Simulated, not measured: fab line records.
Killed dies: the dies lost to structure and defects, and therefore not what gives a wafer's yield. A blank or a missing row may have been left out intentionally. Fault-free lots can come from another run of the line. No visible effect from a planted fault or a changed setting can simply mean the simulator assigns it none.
Which tool did it?    flow n5 finfet    Sampling: 11 lots, 33 wafers, 4 of 1938 route steps

== WHAT THE GAUGES SHOWED, per wafer ==
Not one reading of a measure or inspect step in the record can be checked against a usual standard deviation.

== WHAT TOOL EACH LOT RAN ON (gives the tool, then ch and the chambers of the sampled wafers, and finally the start) ==
lot   N5_BEOL_M5_TRENCH_ETCH_37           N5_PASSIVATION_AL_DEP_21      N5_PASSIVATION_STRIP_48             N5_PASSIVATION_PROBE_49
L631  rie diel-01 ch 2,3, day 8 10:36     pvd sputter-02, day 11 09:47  rie diel-02 ch 1,3, day 11 12:53    -
L630  rie diel-01 ch 1,2, day 8 11:43     pvd sputter-01, day 11 13:04  rie diel-02 ch 2,3, day 11 16:04    prober-01, day 11 18:39
L632  rie diel-01 ch 1,2, day 8 20:05     pvd sputter-03, day 11 14:11  rie diel-02 ch 0,1, day 11 18:17    -
L636  rie diel-01 ch 0,2, day 9 19:05     pvd sputter-02, day 12 20:27  rie diel-02 ch 0,2, day 12 23:35    prober-02, day 13 02:32
L638  rie diel-05 ch 1,2,3, day 9 20:30   pvd sputter-03, day 13 01:49  rie diel-04 ch 0,1,2, day 13 04:40  -
L639  rie diel-01 ch 0,2,3, day 10 02:19  pvd sputter-02, day 13 01:54  rie diel-02 ch 0,1,2, day 13 05:00  prober-02, day 13 08:14
L644  rie diel-01 ch 0,1, day 13 21:13    pvd sputter-03, day 18 07:37  rie diel-02 ch 0,3, day 18 10:48    prober-02, day 18 17:10
L647  rie diel-05 ch 0,1, day 13 23:54    pvd sputter-01, day 18 07:14  rie diel-03 ch 0,3, day 18 10:19    -
L646  rie diel-06 ch 0,1,3, day 14 06:25  pvd sputter-01, day 18 07:56  rie diel-02 ch 1,2,3, day 18 11:31  prober-01, day 18 17:05
L651  rie diel-01 ch 1,3, day 14 16:18    pvd sputter-01, day 18 19:09  rie diel-04 ch 1,2, day 18 22:00    prober-01, day 19 00:32
L652  rie diel-05 ch 0,2,3, day 15 08:57  pvd sputter-02, day 19 09:08  rie diel-04 ch 1,3, day 19 11:59    prober-01, day 19 14:29
- N5_BEOL_M5_TRENCH_ETCH_37: etches SiCOH lowk in C4F6/O2, target depth 71.652 nm, time 24.7 s.
- N5_PASSIVATION_AL_DEP_21: deposits Al, target thk 2800 nm, time 170 s.
- N5_PASSIVATION_STRIP_48: strips in O2.
- N5_PASSIVATION_PROBE_49

== AS READ BY THE TOOLS THEMSELVES (means over the sampled wafers that have a number; for cases with no such wafer, the mark the record gives instead) ==
N5_BEOL_M5_TRENCH_ETCH_37. Usual: drypump motor current A 5.6 A, standard deviation 0.71; oes product au 0.75 a.u., standard deviation 0.083; rf vpp V 669 V, standard deviation 13; showerhead plenum p Torr 2.86 Torr, standard deviation 0.094; throttle valve pct 21.07 %, standard deviation 0.23.
lot   tool         drypump motor current A (A)  oes product au (a.u.)  rf vpp V (V)  showerhead plenum p Torr (Torr)  throttle valve pct (%)  flag
L631  rie diel-01  5.0                          0.73                   676           2.82                             21.19                   
L630  rie diel-01  5.4                          0.74                   683           2.88                             21.09                   
L632  rie diel-01  5.4                          0.74                   683           2.88                             21.09                   
L636  rie diel-01  5.4                          0.75                   690           2.88                             21.18                   
L638  rie diel-05  5.6                          0.77                   658           2.90                             21.05                   
L639  rie diel-01  5.1                          0.73                   684           2.86                             21.18                   
L644  rie diel-01  5.1                          0.81                   687           2.92                             21.03                   
L647  rie diel-05  6.7                          0.70                   656           2.73                             21.33                   
L646  rie diel-06  5.8                          0.72                   659           2.87                             20.93                   
L651  rie diel-01  5.0                          0.94                   671           2.88                             20.75                   
L652  rie diel-05  5.7                          0.73                   665           2.88                             21.16                   

N5_PASSIVATION_AL_DEP_21. Usual: 29.9 % for throttle valve pct, sd 1.
lot   tool            throttle valve pct (%)  flag
L631  pvd sputter-02  29.2                    
L630  pvd sputter-01  30.5                    
L632  pvd sputter-03  30.1                    
L636  pvd sputter-02  28.9                    
L638  pvd sputter-03  30.0                    
L639  pvd sputter-02  29.2                    
L644  pvd sputter-03  30.0                    
L647  pvd sputter-01  30.1                    
L646  pvd sputter-01  30.0                    
L651  pvd sputter-01  30.5                    
L652  pvd sputter-02  28.9                    

N5_PASSIVATION_STRIP_48. Usual: drypump motor current A 6.1 A, standard deviation 0.36; oes product au 0.81 a.u., standard deviation 0.073; rf vpp V 3.8 V, standard deviation 2.6; showerhead plenum p Torr 2.12 Torr, standard deviation 0.086; temp c 60.00 C, standard deviation 0.14; throttle valve pct 16.64 %, standard deviation 0.17.
lot   tool         drypump motor current A (A)  oes product au (a.u.)  rf vpp V (V)  showerhead plenum p Torr (Torr)  temp c (C)  throttle valve pct (%)  flag
L631  rie diel-02  6.2                          0.85                   7.6           2.19                             60.08       16.48                   
L630  rie diel-02  6.2                          0.83                   3.5           2.14                             59.98       16.63                   
L632  rie diel-02  6.3                          0.75                   5.6           2.07                             59.83       16.73                   
L636  rie diel-02  6.1                          0.75                   1.9           2.12                             60.14       16.74                   
L638  rie diel-04  6.2                          0.80                   3.1           2.05                             59.98       16.74                   
L639  rie diel-02  6.2                          0.76                   7.2           2.13                             60.03       16.68                   
L644  rie diel-02  6.4                          0.84                   4.8           2.05                             59.94       16.66                   
L647  rie diel-03  5.6                          0.85                   3.7           2.21                             60.10       16.54                   
L646  rie diel-02  6.2                          0.79                   2.3           2.16                             59.94       16.63                   
L651  rie diel-04  6.3                          0.85                   2.6           2.19                             60.07       16.79                   
L652  rie diel-04  6.0                          0.78                   3.7           2.07                             60.01       16.68                   

N5_PASSIVATION_PROBE_49. Usual: defect limited yield 91.0 %, standard deviation 1.5; killed_at_M0_to_M3 32, standard deviation 9.6; killed_at_M4_up 13, standard deviation 4.7; killed at contacts 13, standard deviation 7.2; killed at front end 44, standard deviation 13; killed at other 4, standard deviation 3.4; killed dies 106, standard deviation 18; killed on rim 14, standard deviation 4.2; killed open 70, standard deviation 13; killed short 35, standard deviation 8; sort_bin_5_function 5.3 %, standard deviation 0.97; sort_bin_6_memory 3.4 %, standard deviation 0.73; sort_bin_8_speed 0.00 %, standard deviation 0.036; sort n pass 1074, standard deviation 18; sort yield pct 91.0 %, standard deviation 1.5.
lot   tool       defect limited yield (%)  killed_at_M0_to_M3  killed_at_M4_up  killed at contacts  killed at front end  killed at other  killed dies  killed on rim  killed open  killed short  sort_bin_5_function (%)  sort_bin_6_memory (%)  sort_bin_8_speed (%)  sort n pass  sort yield pct (%)  flag
L630  prober-01  91.9                      28                  12               15                  39                   1                96           12             65           30            4.3                      3.5                    0.00                  1084         91.9                
L636  prober-02  87.6                      31                  67               5                   37                   5                146          22             60           34            7.4                      3.5                    0.00                  1034         87.6                OFF
L639  prober-02  88.8                      37                  38               19                  35                   3                133          20             72           35            6.7                      3.7                    0.00                  1047         88.8                OFF
L644  prober-02  90.3                      30                  13               12                  55                   5                115          15             67           41            5.5                      3.7                    0.00                  1065         90.3                
L646  prober-01  90.7                      29                  11               20                  47                   3                110          13             70           38            5.3                      3.6                    0.00                  1070         90.7                
L651  prober-01  91.7                      29                  16               10                  40                   3                98           12             63           35            4.7                      3.3                    0.00                  1082         91.7                
L652  prober-01  91.7                      35                  12               13                  35                   3                98           12             66           32            5.1                      2.9                    0.00                  1082         91.7                

== THE ANSWER, worked out from the rows above alone ==
Rule: a lot is off if the mean of its wafers that have a number lies more than 3 standard deviations from the usual mean. A lot without any number at a reading at which 4 lots or more have one is off too. The other lots that the step has rows for count as sound. After the gauges, taken in route order, come the tools' own readings; for these a lot's mean is taken, as printed above. The first step at which some lot is off is used, and at that step the reading that is off furthest; a lot without a number counts as furthest.
Off, at N5_PASSIVATION_PROBE_49 on killed_at_M4_up: L636, L639. Neither off nor sound, because the step has no rows for them: L631, L632, L638, L647.
A tool fits if, at that step or a process step before it, it ran every lot that is off, and no sound lot after the first of them. Of those tried, none fits.

== WHAT WAS PUT IN BY THE SIMULATOR ==
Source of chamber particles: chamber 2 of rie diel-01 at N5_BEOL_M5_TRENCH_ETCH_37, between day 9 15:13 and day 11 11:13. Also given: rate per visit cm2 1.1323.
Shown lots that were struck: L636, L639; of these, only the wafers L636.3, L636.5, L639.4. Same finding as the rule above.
